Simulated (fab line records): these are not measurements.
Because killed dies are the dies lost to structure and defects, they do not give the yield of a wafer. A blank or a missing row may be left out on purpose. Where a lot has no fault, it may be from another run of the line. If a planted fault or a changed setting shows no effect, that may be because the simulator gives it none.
fab line records	flow n5_finfet
[record] lots = 24	wafers = 72	last_day = 20
route steps=1938 shown BEOL_M13@1671 BEOL_M14@1728
lots that met no fault: from a run of the same line without faults
start_h: the number of hours between the record's first day and the start of the first shown wafer of the lot	wait_h: hours elapsed since this lot's preceding step	" same as the row above	L1.1+2: one row covering several wafers at once	- either no value or no given start	* or withheld: withheld	< > ~ a bound
route shown NAME@n: names a module that has steps shown in the file, with the first one's number in the route	usual: mean/standard deviation taken from wafers without a fault	same: alike in all rows	chamber/n: place in a boat	sites: per-site readings	_std_site: how widely they spread, as a standard deviation	_edge_site: inner sites' mean taken away from outer sites' mean	radius_mm: how far each site lies from the wafer's centre	mask NAME#n: copy n	behind: the tool/chamber that last shaped the wafer	hold: cause of the lot's hold/its duration in hours/its outcome	device: the n, p or np transistor that did not switch	end of line: tests of these same wafers at the route's end	for a step that has no rows: nothing shown but its recipe	killed: dies lost to structure and defects at the first sort, not the wafer's yield	map: a wafer's dies, x killed, . not, _ none there
set.NAME: the setting as run; set.NAME@STEP: as run at that earlier step	model.NAME: the simulator's own value behind a step, which no gauge read
a sample of lots followed through the steps of the route, with each step as a table and each wafer as a row
services: the hour from which a tool's chamber was out of use, counted from the record's first day as start_h (under 0 if before that day), plus the number of hours and why
[[steps]]
[step N5_BEOL_M13_INSPECT_12]
[recipe] mode = adi	inspect_instrument = macro
[usual] raw_defect_count = 1.9/1.5
lot.wafer	tool	chamber	start_h	wait_h	raw_defect_count
L074.1	defect_inspect-02	-	276.96	0.0	1
L074.4	"	-	"	"	1
L074.6	"	-	"	"	4
L076.2	defect_inspect-02	-	293.07	0.0	3
L076.3	"	-	"	"	1
L076.5	"	-	"	"	1
L075.1	defect_inspect-02	-	293.55	0.0	2
L075.4	"	-	"	"	1
L075.5	"	-	"	"	2
L078.1	defect_inspect-01	-	302.87	0.0	3
L078.4	"	-	"	"	2
L078.6	"	-	"	"	1
L080.2	defect_inspect-01	-	307.73	0.0	4
L080.3	"	-	"	"	3
L080.6	"	-	"	"	2
L081.1	defect_inspect-01	-	308.16	0.0	4
L081.4	"	-	"	"	2
L081.5	"	-	"	"	6
L079.4	defect_inspect-01	-	311.45	0.0	0
L079.5	"	-	"	"	3
L079.6	"	-	"	"	0
L077.1	defect_inspect-01	-	312.88	0.0	3
L077.4	"	-	"	"	2
L077.5	"	-	"	"	0
L083.1	defect_inspect-02	-	324.66	0.0	2
L083.4	"	-	"	"	1
L083.6	"	-	"	"	6
L082.1	defect_inspect-02	-	330.64	0.0	2
L082.5	"	-	"	"	2
L082.6	"	-	"	"	3
L084.2	defect_inspect-01	-	335.46	0.0	2
L084.3	"	-	"	"	1
L084.5	"	-	"	"	3
L086.1	defect_inspect-02	-	340.10	0.0	2
L086.4	"	-	"	"	3
L086.5	"	-	"	"	3
L085.3	defect_inspect-02	-	343.03	0.0	1
L085.4	"	-	"	"	1
L085.5	"	-	"	"	1
L089.3	defect_inspect-01	-	349.55	0.0	0
L089.4	"	-	"	"	1
L089.6	"	-	"	"	0
L087.4	defect_inspect-02	-	350.42	0.0	4
L087.5	"	-	"	"	5
L087.6	"	-	"	"	1
L088.1	defect_inspect-02	-	364.09	0.0	0
L088.4	"	-	"	"	1
L088.6	"	-	"	"	0
L090.1	defect_inspect-02	-	375.31	0.0	3
L090.5	"	-	"	"	1
L090.6	"	-	"	"	1
L092.2	defect_inspect-02	-	375.69	0.0	0
L092.4	"	-	"	"	2
L092.5	"	-	"	"	3
L091.2	defect_inspect-02	-	376.14	0.0	8
L091.3	"	-	"	"	0
L091.4	"	-	"	"	2
L093.2	defect_inspect-02	-	378.32	0.0	4
L093.3	"	-	"	"	5
L093.4	"	-	"	"	4
L094.2	defect_inspect-02	-	387.66	0.0	4
L094.4	"	-	"	"	4
L094.5	"	-	"	"	3
L095.1	defect_inspect-02	-	408.61	0.0	2
L095.3	"	-	"	"	0
L095.6	"	-	"	"	1
L096.2	defect_inspect-01	-	413.75	0.0	1
L096.4	"	-	"	"	1
L096.6	"	-	"	"	1
L097.1	defect_inspect-01	-	432.39	0.0	0
L097.2	"	-	"	"	4
L097.5	"	-	"	"	2
[step N5_BEOL_M13_DESCUM_15]
[recipe] chemistry = O2	time_s = 7.9	source_power_w = 50	bias_power_w = 20	pressure_mtorr = 20	rf_frequency_hz = 2.712e+07	temp_c = 40	o2_flow_sccm = 225
[usual] chamber_pressure_mTorr = 20.000/0.018	drypump_motor_current_A = 5.8/0.57	oes_product_au = 0.80/0.079	rf_vpp_V = 242.7/1.2	showerhead_plenum_p_Torr = 2.07/0.063	throttle_valve_pct = 20.35/0.23
lot.wafer	tool	chamber	start_h	wait_h	chamber_pressure_mTorr	drypump_motor_current_A	oes_product_au	rf_hours_counter_h	rf_vpp_V	showerhead_plenum_p_Torr	throttle_valve_pct
L074.1	rie_diel-06	1	276.99	0.0	19.968	5.2	0.78	122	241.6	2.03	20.46
L074.4	"	2	"	"	19.993	6.6	0.99	-	241.7	2.06	20.33
L074.6	"	1	"	"	20.010	5.2	0.79	-	241.6	2.03	20.46
L076.2	rie_diel-06	2	293.10	0.0	19.959	6.6	0.95	6	243.8	2.06	20.34
L076.3	"	1	"	"	20.009	5.3	0.77	126	242.5	2.02	20.45
L076.5	"	0	"	"	20.033	6.2	1.00	-	242.4	2.06	19.89
L075.1	rie_diel-05	2	293.76	0.2	19.984	5.3	0.86	59	243.6	2.03	20.25
L075.4	"	3	"	"	20.005	5.8	0.73	177	244.6	2.18	20.22
L075.5	"	1	"	"	20.016	6.0	0.73	-	242.0	2.08	20.20
L078.1	rie_diel-06	3	302.90	0.0	20.009	5.8	0.78	143	241.6	2.02	20.69
L078.4	"	0	"	"	19.977	6.2	0.98	5	242.6	2.06	19.91
L078.6	"	1	"	"	19.988	5.2	0.77	-	243.5	2.02	20.48
L080.2	rie_diel-05	0	307.88	0.1	20.024	5.0	0.74	193	245.0	2.17	20.29
L080.3	"	2	"	"	19.991	5.3	0.85	65	241.1	2.03	20.27
L080.6	"	1	"	"	19.981	6.0	0.72	-	243.0	2.08	20.23
L081.1	rie_diel-06	1	308.19	0.0	19.986	5.2	0.77	131	243.5	2.02	20.48
L081.4	"	2	"	"	19.997	6.6	0.95	11	243.2	2.06	20.35
L081.5	"	3	"	"	19.963	5.8	0.76	-	241.7	2.02	20.66
L079.4	rie_diel-02	0	311.49	0.0	20.032	5.8	0.77	130	244.4	2.11	20.13
L079.5	"	3	"	"	20.015	4.7	0.79	-	242.5	2.01	20.12
L079.6	"	2	"	"	20.022	6.1	0.79	-	243.5	2.12	20.55
L077.1	rie_diel-02	3	313.03	0.2	19.993	4.7	0.80	101	241.2	2.01	20.13
L077.4	"	1	"	"	19.996	6.4	0.83	70	244.0	2.22	20.46
L077.5	"	1	"	"	19.981	6.4	0.83	-	245.0	2.22	20.43
L083.1	rie_diel-02	2	324.70	0.0	19.970	6.1	0.78	111	243.7	2.11	20.56
L083.4	"	1	"	"	20.019	6.4	0.82	75	245.5	2.22	20.45
L083.6	"	3	"	"	19.988	4.7	0.78	-	242.1	2.01	20.11
L082.1	rie_diel-02	0	330.67	0.0	20.000	5.8	0.78	137	242.0	2.11	20.16
L082.5	"	3	"	"	20.033	4.8	0.80	-	242.5	2.01	20.13
L082.6	"	2	"	"	19.988	6.1	0.78	-	242.1	2.11	20.57
L084.2	rie_diel-02	2	335.50	0.0	20.002	6.1	0.78	115	243.5	2.11	20.56
L084.3	"	1	"	"	19.990	6.4	0.82	79	245.5	2.22	20.47
L084.5	"	3	"	"	19.999	4.7	0.78	-	241.9	2.01	20.14
L086.1	rie_diel-06	1	340.30	0.2	19.984	5.3	0.76	143	241.8	2.02	20.48
L086.4	"	3	"	"	20.001	5.8	0.74	156	241.7	2.01	20.68
L086.5	"	1	"	"	20.004	5.2	0.76	-	241.0	2.02	20.48
L085.3	rie_diel-06	1	343.06	0.0	19.986	5.2	0.76	144	242.2	2.02	20.48
L085.4	"	3	"	"	19.994	5.8	0.76	157	242.6	2.01	20.69
L085.5	"	0	"	"	20.026	6.2	0.95	-	242.9	2.05	19.91
L089.3	rie_diel-05	3	349.58	0.0	20.008	5.8	0.72	195	244.3	2.18	20.23
L089.4	"	0	"	"	19.965	5.0	0.72	204	243.4	2.16	20.31
L089.6	"	1	"	"	20.020	6.0	0.71	-	242.9	2.08	20.23
L087.4	rie_diel-06	2	350.45	0.0	19.991	6.6	0.92	27	242.4	2.05	20.36
L087.5	"	2	"	"	19.985	6.6	0.92	-	243.5	2.05	20.38
L087.6	"	3	"	"	20.007	5.8	0.75	-	242.3	2.01	20.72
L088.1	rie_diel-05	1	364.34	0.3	20.005	6.0	0.71	204	243.1	2.08	20.26
L088.4	"	2	"	"	19.988	5.3	0.84	81	243.0	2.02	20.30
L088.6	"	0	"	"	20.004	5.0	0.71	-	244.4	2.16	20.31
L090.1	rie_diel-06	3	375.34	0.0	19.983	5.8	0.74	167	241.6	2.01	20.70
L090.5	"	2	"	"	19.960	6.6	0.91	-	242.0	2.05	20.37
L090.6	"	3	"	"	20.044	5.8	0.74	-	241.3	2.01	20.70
L092.2	rie_diel-06	2	375.72	0.0	19.991	6.6	0.90	34	243.1	2.05	20.39
L092.4	"	0	"	"	20.003	6.2	0.91	23	241.6	2.05	19.93
L092.5	"	3	"	"	20.005	5.8	0.74	-	240.9	2.01	20.71
L091.2	rie_diel-02	0	376.28	0.1	20.018	5.8	0.76	150	241.1	2.10	20.15
L091.3	"	2	"	"	19.981	6.1	0.76	129	242.7	2.11	20.58
L091.4	"	1	"	"	20.038	6.4	0.81	91	244.5	2.21	20.47
L093.2	rie_diel-05	0	378.35	0.0	20.011	5.0	0.72	212	244.3	2.16	20.31
L093.3	"	2	"	"	19.991	5.3	0.83	84	241.5	2.02	20.29
L093.4	"	1	"	"	19.996	5.9	0.70	208	241.8	2.07	20.25
L094.2	rie_diel-06	3	387.69	0.0	19.988	5.8	0.74	171	242.7	2.01	20.72
L094.4	"	1	"	"	19.970	5.2	0.75	-	243.5	2.01	20.52
L094.5	"	2	"	"	19.997	6.6	0.90	-	241.2	2.05	20.39
L095.1	rie_diel-06	3	408.64	0.0	19.989	5.8	0.74	178	241.1	2.01	20.73
L095.3	"	1	"	"	20.004	5.2	0.74	165	242.1	2.01	20.52
L095.6	"	3	"	"	20.002	5.8	0.73	-	241.6	2.01	20.72
L096.2	rie_diel-02	0	413.79	0.0	20.031	5.8	0.76	160	243.2	2.10	20.17
L096.4	"	3	"	"	20.018	4.8	0.75	133	241.5	2.00	20.16
L096.6	"	3	"	"	20.020	4.7	0.76	-	241.6	2.00	20.15
L097.1	rie_diel-02	1	432.42	0.0	19.992	6.4	0.79	107	244.6	2.21	20.49
L097.2	"	0	"	"	19.973	5.7	0.75	165	243.1	2.10	20.20
L097.5	"	3	"	"	20.010	4.7	0.76	-	243.4	2.00	20.19
[step N5_BEOL_M13_STRIP_64]
[recipe] chemistry = N2/H2	power_w = 1000	temp_c = 250	h2_frac = 0.65	overash_fraction = 0.3	pressure_mtorr = withheld	n2_flow_sccm = 1750	h2_flow_sccm = 3250
[usual] drypump_motor_current_A = 5.7/0.5	h2_flow_sccm = 3249/9.1	heater_power_w = 359/50	oes_product_au = 0.715/0.0044	strip_time_to_endpoint_s = 31.36/0.075
lot.wafer	tool	chamber	start_h	wait_h	drypump_motor_current_A	h2_flow_sccm	heater_power_w	oes_product_au	rf_hours_counter_h	strip_time_to_endpoint_s
L074.1	plasma_asher-02	1	277.37	0.0	5.8	3267	420	0.712	75	31.40
L074.4	"	1	"	"	5.8	3249	424	0.716	-	31.40
L074.6	"	1	"	"	5.8	3249	418	0.707	-	31.38
L076.2	plasma_asher-02	0	293.50	0.0	5.1	3263	353	0.720	78	31.36
L076.3	"	0	"	"	5.1	3258	351	0.718	-	31.43
L076.5	"	1	"	"	5.8	3245	416	0.717	-	31.40
L075.1	plasma_asher-01	0	294.14	0.0	6.0	3249	271	0.713	131	31.39
L075.4	"	0	"	"	6.1	3243	268	0.722	-	31.38
L075.5	"	1	"	"	6.5	3256	361	0.718	-	31.30
L078.1	plasma_asher-02	0	303.28	0.0	5.1	3275	347	0.712	80	31.45
L078.4	"	0	"	"	5.1	3249	340	0.712	-	31.46
L078.6	"	0	"	"	5.1	3258	352	0.712	-	31.48
L080.2	plasma_asher-01	0	308.27	0.0	6.1	3250	270	0.715	135	31.40
L080.3	"	1	"	"	6.5	3240	354	0.714	-	31.44
L080.6	"	1	"	"	6.5	3264	351	0.715	-	31.44
L081.1	plasma_asher-02	0	308.57	0.0	5.1	3225	355	0.718	81	31.35
L081.4	"	0	"	"	5.1	3234	344	0.708	-	31.34
L081.5	"	1	"	"	5.8	3244	424	0.716	-	31.33
L079.4	plasma_asher-01	0	311.91	0.0	6.1	3252	272	0.716	-	31.41
L079.5	"	0	"	"	6.1	3248	271	0.714	-	31.24
L079.6	"	1	"	"	6.5	3252	363	0.715	-	31.36
L077.1	plasma_asher-01	0	313.60	0.0	6.0	3260	272	0.709	138	31.23
L077.4	"	0	"	"	6.1	3249	270	0.712	-	31.23
L077.5	"	0	"	"	6.0	3258	277	0.716	-	31.27
L083.1	plasma_asher-02	0	325.08	0.0	5.1	3266	355	0.710	81	31.44
L083.4	"	0	"	"	5.1	3243	344	0.716	-	31.35
L083.6	"	1	"	"	5.8	3234	421	0.708	-	31.46
L082.1	plasma_asher-02	0	331.05	0.0	5.1	3249	345	0.713	82	31.34
L082.5	"	0	"	"	5.1	3245	344	0.709	-	31.23
L082.6	"	1	"	"	5.9	3254	414	0.719	-	31.27
L084.2	plasma_asher-02	1	335.93	0.0	5.8	3239	402	0.718	83	31.44
L084.3	"	0	"	"	5.1	3243	342	0.713	-	31.38
L084.5	"	0	"	"	5.1	3255	341	0.716	-	31.34
L086.1	plasma_asher-02	0	340.68	0.0	5.1	3244	349	0.706	85	31.37
L086.4	"	1	"	"	5.8	3266	413	0.716	-	31.26
L086.5	"	0	"	"	5.1	3245	348	0.719	-	31.32
L085.3	plasma_asher-02	0	343.46	0.0	5.1	3249	354	0.715	-	31.35
L085.4	"	1	"	"	5.9	3250	416	0.713	-	31.38
L085.5	"	0	"	"	5.1	3244	348	0.712	-	31.43
L089.3	plasma_asher-02	1	349.98	0.0	5.9	3255	425	0.711	-	31.21
L089.4	"	0	"	"	5.1	3241	348	0.717	-	31.21
L089.6	"	1	"	"	5.8	3262	414	0.711	-	31.24
L087.4	plasma_asher-02	0	350.85	0.0	5.1	3244	349	0.718	-	31.42
L087.5	"	0	"	"	5.1	3244	346	0.709	-	31.42
L087.6	"	1	"	"	5.8	3262	416	0.719	-	31.36
L088.1	plasma_asher-02	0	364.73	0.0	5.1	3256	348	0.718	91	31.50
L088.4	"	0	"	"	5.1	3249	342	0.723	-	31.41
L088.6	"	1	"	"	5.9	3237	410	0.716	-	31.40
L090.1	plasma_asher-02	0	375.73	0.0	5.1	3252	349	0.711	93	31.41
L090.5	"	1	"	"	5.9	3250	424	0.719	-	31.38
L090.6	"	0	"	"	5.1	3240	343	0.721	-	31.39
L092.2	plasma_asher-01	0	376.10	0.0	6.0	3242	267	0.709	150	31.40
L092.4	"	0	"	"	6.0	3251	256	0.709	-	31.42
L092.5	"	0	"	"	6.0	3247	264	0.717	-	31.38
L091.2	plasma_asher-02	1	376.66	0.0	5.8	3249	413	0.709	93	31.33
L091.3	"	0	"	"	5.1	3247	353	0.718	-	31.28
L091.4	"	1	"	"	5.8	3243	416	0.712	-	31.34
L093.2	plasma_asher-02	1	378.73	0.0	5.8	3243	419	0.710	94	31.29
L093.3	"	1	"	"	5.8	3251	406	0.715	-	31.30
L093.4	"	0	"	"	5.1	3258	350	0.720	-	31.26
L094.2	plasma_asher-02	0	388.07	0.0	5.1	3244	344	0.713	96	31.30
L094.4	"	1	"	"	5.8	3254	424	0.715	-	31.37
L094.5	"	0	"	"	5.1	3252	343	0.719	-	31.35
L095.1	plasma_asher-01	0	409.03	0.0	6.0	3237	265	0.710	156	31.48
L095.3	"	1	"	"	6.5	3250	350	0.715	-	31.47
L095.6	"	1	"	"	6.5	3238	352	0.717	-	31.54
L096.2	plasma_asher-01	1	414.17	0.0	6.5	3259	368	0.719	157	31.37
L096.4	"	1	"	"	6.5	3260	357	0.712	-	31.39
L096.6	"	1	"	"	6.5	3249	355	0.717	-	31.39
L097.1	plasma_asher-01	0	432.81	0.0	6.0	3231	270	0.701	160	31.29
L097.2	"	1	"	"	6.5	3244	360	0.711	160	31.31
L097.5	"	0	"	"	6.0	3251	274	0.716	-	31.31
[step N5_BEOL_M13_CD_MEAS_28]
[recipe] target_cd_nm = 209.5	landing_energy_ev = 500	detector = se_inlens
[usual] cd_nm = 208.8/0.99
[same] landing_energy_ev = 500
lot.wafer	tool	chamber	start_h	wait_h	cd_nm
L074.1	cd_sem-03	0	277.97	-	210.0
L074.4	"	0	"	"	207.9
L074.6	"	0	"	"	207.9
L076.2	cd_sem-02	0	294.10	-	209.4
L076.3	"	0	"	"	208.9
L076.5	"	0	"	"	208.5
L075.1	cd_sem-03	0	294.74	-	207.3
L075.4	"	0	"	"	209.0
L075.5	"	0	"	"	208.5
L078.1	cd_sem-02	0	303.88	-	209.9
L078.4	"	0	"	"	210.3
L078.6	"	0	"	"	209.9
L080.2	cd_sem-03	0	308.75	-	210.4
L080.3	"	0	"	"	209.6
L080.6	"	0	"	"	209.3
L081.1	cd_sem-03	0	309.05	-	207.6
L081.4	"	0	"	"	207.6
L081.5	"	0	"	"	208.6
L079.4	cd_sem-01	0	312.37	-	208.1
L079.5	"	0	"	"	207.5
L079.6	"	0	"	"	208.5
L077.1	cd_sem-02	0	314.07	-	208.7
L077.4	"	0	"	"	208.9
L077.5	"	0	"	"	208.2
L083.1	cd_sem-03	0	325.68	-	207.5
L083.4	"	0	"	"	207.9
L083.6	"	0	"	"	208.8
L082.1	cd_sem-02	0	331.54	-	208.7
L082.5	"	0	"	"	208.2
L082.6	"	0	"	"	207.7
L084.2	cd_sem-02	0	336.53	-	208.5
L084.3	"	0	"	"	208.4
L084.5	"	0	"	"	208.7
L086.1	cd_sem-01	0	341.16	-	207.9
L086.4	"	0	"	"	208.4
L086.5	"	0	"	"	208.6
L085.3	cd_sem-03	0	343.92	-	208.5
L085.4	"	0	"	"	207.0
L085.5	"	0	"	"	208.6
L089.3	cd_sem-03	0	350.57	-	209.6
L089.4	"	0	"	"	209.2
L089.6	"	0	"	"	210.8
L087.4	cd_sem-01	0	351.43	-	208.7
L087.5	"	0	"	"	210.1
L087.6	"	0	"	"	209.9
L088.1	cd_sem-01	0	365.20	-	208.5
L088.4	"	0	"	"	209.8
L088.6	"	0	"	"	210.2
L090.1	cd_sem-03	0	376.33	-	207.7
L090.5	"	0	"	"	208.8
L090.6	"	0	"	"	209.2
L092.2	cd_sem-03	0	376.71	-	210.0
L092.4	"	0	"	"	209.7
L092.5	"	0	"	"	208.1
L091.2	cd_sem-01	0	377.14	-	210.4
L091.3	"	0	"	"	211.8
L091.4	"	0	"	"	210.0
L093.2	cd_sem-01	0	379.34	-	209.3
L093.3	"	0	"	"	210.3
L093.4	"	0	"	"	210.1
L094.2	cd_sem-01	0	388.68	-	207.5
L094.4	"	0	"	"	207.5
L094.5	"	0	"	"	208.0
L095.1	cd_sem-01	0	409.50	-	209.5
L095.3	"	0	"	"	209.4
L095.6	"	0	"	"	209.7
L096.2	cd_sem-02	0	414.78	-	207.1
L096.4	"	0	"	"	208.1
L096.6	"	0	"	"	208.0
L097.1	cd_sem-03	0	433.28	-	207.9
L097.2	"	0	"	"	208.7
L097.5	"	0	"	"	208.6
[step N5_BEOL_M13_OVL_MEAS_29]
[recipe] points_per_wafer = 44
[usual] M13_OVL = -1/7
[same] points_per_wafer = 44
lot.wafer	tool	chamber	start_h	wait_h	M13_OVL[nm]
L074.1	overlay-01	0	278.00	0.0	7
L074.4	"	0	"	"	-1
L074.6	"	0	"	"	-2
L076.2	overlay-02	0	294.13	0.0	-4
L076.3	"	0	"	"	-10
L076.5	"	0	"	"	-9
L075.1	overlay-02	0	294.77	0.0	10
L075.4	"	0	"	"	1
L075.5	"	0	"	"	15
L078.1	overlay-01	0	303.91	0.0	11
L078.4	"	0	"	"	3
L078.6	"	0	"	"	3
L080.2	overlay-02	0	308.78	0.0	-13
L080.3	"	0	"	"	-9
L080.6	"	0	"	"	-17
L081.1	overlay-02	0	309.08	0.0	-7
L081.4	"	0	"	"	-12
L081.5	"	0	"	"	1
L079.4	overlay-01	0	312.40	0.0	-8
L079.5	"	0	"	"	-13
L079.6	"	0	"	"	4
L077.1	overlay-01	0	314.10	0.0	-8
L077.4	"	0	"	"	5
L077.5	"	0	"	"	-6
L083.1	overlay-02	0	325.71	0.0	11
L083.4	"	0	"	"	7
L083.6	"	0	"	"	-2
L082.1	overlay-01	0	331.57	0.0	4
L082.5	"	0	"	"	13
L082.6	"	0	"	"	-5
L084.2	overlay-02	0	336.56	0.0	-5
L084.3	"	0	"	"	-1
L084.5	"	0	"	"	-5
L086.1	overlay-01	0	341.19	0.0	-9
L086.4	"	0	"	"	-5
L086.5	"	0	"	"	-8
L085.3	overlay-01	0	343.95	0.0	-5
L085.4	"	0	"	"	-3
L085.5	"	0	"	"	4
L089.3	overlay-02	0	350.59	0.0	1
L089.4	"	0	"	"	4
L089.6	"	0	"	"	0
L087.4	overlay-02	0	351.46	0.0	-8
L087.5	"	0	"	"	0
L087.6	"	0	"	"	1
L088.1	overlay-02	0	365.23	0.0	2
L088.4	"	0	"	"	1
L088.6	"	0	"	"	-8
L090.1	overlay-02	0	376.36	0.0	-11
L090.5	"	0	"	"	-5
L090.6	"	0	"	"	2
L092.2	overlay-01	0	376.74	0.0	-4
L092.4	"	0	"	"	2
L092.5	"	0	"	"	-10
L091.2	overlay-01	0	377.17	0.0	-6
L091.3	"	0	"	"	-15
L091.4	"	0	"	"	1
L093.2	overlay-02	0	379.36	0.0	3
L093.3	"	0	"	"	-4
L093.4	"	0	"	"	-3
L094.2	overlay-01	0	388.70	0.0	-5
L094.4	"	0	"	"	-2
L094.5	"	0	"	"	7
L095.1	overlay-02	0	409.53	0.0	6
L095.3	"	0	"	"	-1
L095.6	"	0	"	"	5
L096.2	overlay-01	0	414.81	0.0	-1
L096.4	"	0	"	"	-1
L096.6	"	0	"	"	-5
L097.1	overlay-02	0	433.31	0.0	-8
L097.2	"	0	"	"	-2
L097.5	"	0	"	"	5
[step N5_BEOL_M14_INSPECT_12]
[recipe] mode = adi	inspect_instrument = macro
[usual] raw_defect_count = 2.0/1.4
lot.wafer	tool	chamber	start_h	wait_h	raw_defect_count
L074.1	defect_inspect-01	-	285.12	0.0	2
L074.4	"	-	"	"	1
L074.6	"	-	"	"	0
L076.2	defect_inspect-01	-	297.72	0.0	4
L076.3	"	-	"	"	1
L076.5	"	-	"	"	1
L075.1	defect_inspect-01	-	298.17	0.0	1
L075.4	"	-	"	"	2
L075.5	"	-	"	"	3
L078.1	defect_inspect-02	-	312.99	0.0	1
L078.4	"	-	"	"	2
L078.6	"	-	"	"	2
L080.2	defect_inspect-01	-	313.33	0.0	4
L080.3	"	-	"	"	1
L080.6	"	-	"	"	1
L081.1	defect_inspect-02	-	313.49	0.0	1
L081.4	"	-	"	"	0
L081.5	"	-	"	"	3
L079.4	defect_inspect-01	-	316.74	0.0	4
L079.5	"	-	"	"	1
L079.6	"	-	"	"	3
L077.1	defect_inspect-01	-	318.01	0.0	2
L077.4	"	-	"	"	2
L077.5	"	-	"	"	3
L083.1	defect_inspect-02	-	333.93	0.0	2
L083.4	"	-	"	"	1
L083.6	"	-	"	"	3
L082.1	defect_inspect-02	-	335.64	0.0	0
L082.5	"	-	"	"	0
L082.6	"	-	"	"	4
L084.2	defect_inspect-02	-	340.36	0.0	1
L084.3	"	-	"	"	1
L084.5	"	-	"	"	4
L086.1	defect_inspect-02	-	346.80	0.0	1
L086.4	"	-	"	"	5
L086.5	"	-	"	"	1
L085.3	defect_inspect-02	-	350.67	0.0	2
L085.4	"	-	"	"	1
L085.5	"	-	"	"	4
L089.3	defect_inspect-02	-	355.59	0.0	2
L089.4	"	-	"	"	2
L089.6	"	-	"	"	0
L087.4	defect_inspect-02	-	358.34	0.0	0
L087.5	"	-	"	"	4
L087.6	"	-	"	"	1
L088.1	defect_inspect-02	-	370.07	0.0	1
L088.4	"	-	"	"	1
L088.6	"	-	"	"	4
L090.1	defect_inspect-02	-	381.38	0.0	1
L090.5	"	-	"	"	0
L090.6	"	-	"	"	3
L092.2	defect_inspect-01	-	381.99	0.0	3
L092.4	"	-	"	"	1
L092.5	"	-	"	"	4
L091.2	defect_inspect-01	-	382.48	0.0	2
L091.3	"	-	"	"	1
L091.4	"	-	"	"	3
L093.2	defect_inspect-01	-	384.64	0.0	4
L093.3	"	-	"	"	2
L093.4	"	-	"	"	1
L094.2	defect_inspect-02	-	395.56	0.0	3
L094.4	"	-	"	"	3
L094.5	"	-	"	"	1
L095.1	defect_inspect-01	-	414.30	0.0	2
L095.3	"	-	"	"	3
L095.6	"	-	"	"	3
L096.2	defect_inspect-02	-	417.85	0.0	6
L096.4	"	-	"	"	1
L096.6	"	-	"	"	0
L097.1	defect_inspect-01	-	439.92	0.1	3
L097.2	"	-	"	"	1
L097.5	"	-	"	"	1
[[services]]
tool	chamber	start_h	hours	kind
rie_diel-05	1	268.62	5.2	repair
rie_diel-06	0	269.92	-	clean
rie_diel-06	0	269.92	-	consumable_replace:focus_ring
rie_diel-06	0	269.92	19.5	scheduled_down
rie_diel-06	0	269.92	19.5	vent_cycle
plasma_asher-02	-	288.01	2.1	repair
rie_diel-05	0	295.90	7.5	repair
rie_diel-02	-	306.21	0.9	repair
plasma_asher-02	-	310.20	14.6	pm
rie_diel-05	-	311.94	4.3	pm
rie_diel-06	0	313.92	13.7	repair
plasma_asher-02	-	332.58	3.2	repair
rie_diel-05	-	332.69	0.7	repair
plasma_asher-01	-	336.00	15.6	pm
rie_diel-06	0	386.48	5.5	repair
rie_diel-02	2	401.27	1.5	repair
plasma_asher-02	-	403.43	2.2	repair
plasma_asher-01	-	415.64	2.8	pm
rie_diel-05	3	426.73	15.0	repair
rie_diel-02	0	427.45	2.2	repair
[[key]]
fault none
